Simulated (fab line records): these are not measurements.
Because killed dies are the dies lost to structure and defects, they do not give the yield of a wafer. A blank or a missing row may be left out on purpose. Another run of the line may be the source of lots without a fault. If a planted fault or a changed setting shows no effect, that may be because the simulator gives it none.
Code-filled problem report in 8D (eight disciplines) form -- flow n5-finfet -- the parts of the form that need people (team, actions taken, sign-off) are left out

== 1. PROBLEM STATEMENT ==
trench-depth-nm at N5_BEOL_M6_OCD_MEAS_38 reads a mean of 108.6 nm on 3 wafers of 2 lots; wafers without a fault read 94.4 nm with a standard deviation of 1.3. That is +11 standard deviations from the usual mean.
The first sign was on wafer L733.3 at day 10 04:39, on ocd-02. The record holds 19 wafers of 7 lots with a number at this step. By rule, "out" or "out of limits" means more than 4 standard deviations away from the usual mean. Any other wafer with a number is counted as sound.

== 2. WHAT IT IS; WHAT IT IS NOT ==
question,is,is not
which readings at this step,trench-depth-nm,-
which lots,"L733, L738","L727, L740, L745, L747, L749"
which wafers of those lots,"L733.3, L733.4, L738.3",L738.6
read on which gauges,ocd-02,ocd-01
when,from day 10 04:39,"up to then (3 sound wafers); but 13 sound wafers of L738, L740, L745, L747, L749 came after"

== 3. THE SUSPECTS, EACH WITH WHAT RULES IT OUT ==
Counting: any tool at a process step up to the reading remains a suspect provided it ran every lot that is out. Sound lots after the first of them don't rule it out here, since some wafers of a struck lot are sound.
- ruled out: the gauge at N5_BEOL_M6_OCD_MEAS_38. All the wafers that are out were read on ocd-02, but those of them that N5_BEOL_M6_TRENCH_ETCH_37 has rows for are out there too, on other tools.
- rie-diel-01 at N5_BEOL_M6_STRIP_36 (strips in N2/H2): kept. Every lot that is out went through it, the first being L733 (day 10 04:27); the last sound lot it ran before that was L727 (day 8 16:32).
- rie-diel-01 at N5_BEOL_M6_TRENCH_ETCH_37 (etches SiCOH lowk in C4F6/O2, target depth 94.435 nm, time 31.5 s): kept. Every lot that is out went through it, the first being L733 (day 10 04:29); the last sound lot it ran before that was L727 (day 8 16:35). Its own readings are out on those wafers: run-length-s.
- Within rie-diel-01 at N5_BEOL_M6_STRIP_36, the wafers that are out were processed in chamber 1 and their sound lot-mates in chamber 3.
- Within rie-diel-01 at N5_BEOL_M6_TRENCH_ETCH_37, the wafers that are out were processed in chamber 1 and their sound lot-mates in chamber 3.
After counting, rie-diel-01 at N5_BEOL_M6_STRIP_36 and rie-diel-01 at N5_BEOL_M6_TRENCH_ETCH_37 remain.

== 4. THE CAUSE (what the simulator had put in) ==
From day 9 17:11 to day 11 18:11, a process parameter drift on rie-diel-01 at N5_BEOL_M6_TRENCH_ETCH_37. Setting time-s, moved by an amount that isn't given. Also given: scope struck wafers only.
After counting, 2 suspects remain, this tool included.

== 5. SEQUENCE OF EFFECTS, ordered by route ==
One row per reading whose mean, taken over the struck wafers that have a number, lies over 3 standard deviations from the usual. Only readings for which the record gives a usual standard deviation are gone through. hours: the time from each lot's start at the first step in this table that gives one to its start at this step, as a median over the lots. sigmas: the change in usual standard deviations.
hours,step,reading,usual,on struck wafers,change,sigmas
0,N5_BEOL_M6_TRENCH_ETCH_37,run-length-s,54.6 s,59.0,+4.4,+11
0,N5_BEOL_M6_OCD_MEAS_38,trench-depth-nm,94.4 nm,108.6,+14.2,+11
3,N5_BEOL_M6_THK_MEAS_53,M6_THK,79.8 nm,94.3,+14.5,+9.0
3,N5_BEOL_M6_RS_MEAS_57,M6_RS,0.285 ohm/sq,0.237,-0.048,-7.3
76,N5_BEOL_M15_RC_MEAS_101,SERP_M6,13.7 ohm/um,11.5,-2.2,-5.5
76,N5_BEOL_M15_RC_MEAS_101,SERP_M6_max_site,14.3 ohm/um,12.0,-2.3,-5.6
Here are the process steps it includes:
- N5_BEOL_M6_TRENCH_ETCH_37: etches SiCOH lowk in C4F6/O2, target depth 94.435 nm, time 31.5 s.
Later steps that measure or inspect, where all struck wafers having a row at the step show a number for every such reading and not one has moved that far: N5_BEOL_M6_CD_MEAS_35.

== 6. HOW IT WOULD HAVE BEEN CAUGHT EARLIER ==
11 hours passed between the start of the fault at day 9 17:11 and the first reading out of limits at a measuring or inspecting step in this record, taken at day 10 04:39.
Tool's own readings at N5_BEOL_M6_TRENCH_ETCH_37, run-length-s: out on all struck wafers the step has rows for; an alarm limit on them would have tripped on the first.
Lots out: 2; of these, L738 started N5_BEOL_M6_TRENCH_ETCH_37 on rie-diel-01 after day 10 04:39. A hold on the tool at that time would have spared it.
